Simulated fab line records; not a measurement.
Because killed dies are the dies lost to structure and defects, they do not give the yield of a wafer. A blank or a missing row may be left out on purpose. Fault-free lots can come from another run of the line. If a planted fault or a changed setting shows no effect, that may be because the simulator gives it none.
Chamber matching + flow n5_finfet + N5_BEOL_M0_SAQP_DESCUM_19 on rie_diel-02 has 4 sister chambers
The step chemistry O2, time 7.9 s. 14 wafers are shown with their chamber, then 7 later ones without.

== WAFERS, EACH WITH ITS CHAMBER ==
| wafer  | chamber | drypump_motor_current_A (A) | showerhead_plenum_p_Torr (Torr) | throttle_valve_pct (%) |
|--------|---------|-----------------------------|---------------------------------|------------------------|
| L075.2 | 2       | 6.0                         | 2.20                            | 20.53                  |
| L075.3 | 3       | 5.8                         | 2.03                            | 20.71                  |
| L075.6 | 3       | 5.8                         | 2.03                            | 20.73                  |
| L076.1 | 1       | 6.3                         | 2.14                            | 20.18                  |
| L076.2 | 3       | 5.8                         | 2.03                            | 20.71                  |
| L076.4 | 0       | 5.6                         | 2.07                            | 20.34                  |
| L078.1 | 2       | 6.0                         | 2.19                            | 20.53                  |
| L078.4 | 1       | 6.3                         | 2.14                            | 20.15                  |
| L078.6 | 1       | 6.3                         | 2.14                            | 20.17                  |
| L081.2 | 2       | 6.0                         | 2.19                            | 20.55                  |
| L081.5 | 3       | 5.8                         | 2.03                            | 20.73                  |
| L081.6 | 0       | 5.7                         | 2.07                            | 20.36                  |
| L091.1 | 0       | 5.6                         | 2.06                            | 20.38                  |
| L091.3 | 3       | 5.8                         | 2.02                            | 20.75                  |

SIGNATURES (averages over the wafers above)
| reading                  | chamber 0 | chamber 1 | chamber 2 | chamber 3 | scatter within a chamber |
|--------------------------|-----------|-----------|-----------|-----------|--------------------------|
| drypump_motor_current_A  | 5.633     | 6.300     | 6.000     | 5.800     | 0.0258                   |
| showerhead_plenum_p_Torr | 2.0667    | 2.1400    | 2.1933    | 2.0280    | 0.00462                  |
| throttle_valve_pct       | 20.3600   | 20.1667   | 20.5367   | 20.7260   | 0.0163                   |
Rule: for each reading, subtract the chamber's mean from the wafer's reading, divide by that reading's scatter and square the result; add these up over the readings and take the root, which gives the wafer's distance from the chamber. The wafer belongs to the nearest chamber; if the next one is less than 2 further off, it can't be placed. How the scatter is found: for the shown wafers, subtract from each reading the mean of its chamber, square and add these, divide the total by (wafers less chambers), then take the root.

== WAFERS WHOSE CHAMBER IS MISSING ==
| wafer  | drypump_motor_current_A (A) | showerhead_plenum_p_Torr (Torr) | throttle_valve_pct (%) |
|--------|-----------------------------|---------------------------------|------------------------|
| L091.6 | 6.0                         | 2.18                            | 20.58                  |
| L095.4 | 6.0                         | 2.18                            | 20.58                  |
| L095.5 | 5.6                         | 2.06                            | 20.40                  |
| L095.6 | 5.8                         | 2.02                            | 20.78                  |
| L097.1 | 5.6                         | 2.05                            | 20.39                  |
| L097.2 | 6.0                         | 2.18                            | 20.59                  |
| L097.5 | 5.8                         | 2.02                            | 20.76                  |

== WHICH CHAMBER EACH ONE RAN IN ==
| wafer  | from the rows above | in truth |
|--------|---------------------|----------|
| L091.6 | 2                   | 2        |
| L095.4 | 2                   | 2        |
| L095.5 | 0                   | 0        |
| L095.6 | 3                   | 3        |
| L097.1 | 0                   | 0        |
| L097.2 | 2                   | 2        |
| L097.5 | 3                   | 3        |
Correctly placed: 7 of 7. From these rows, 0 cannot be placed. Placed wrongly: 0.
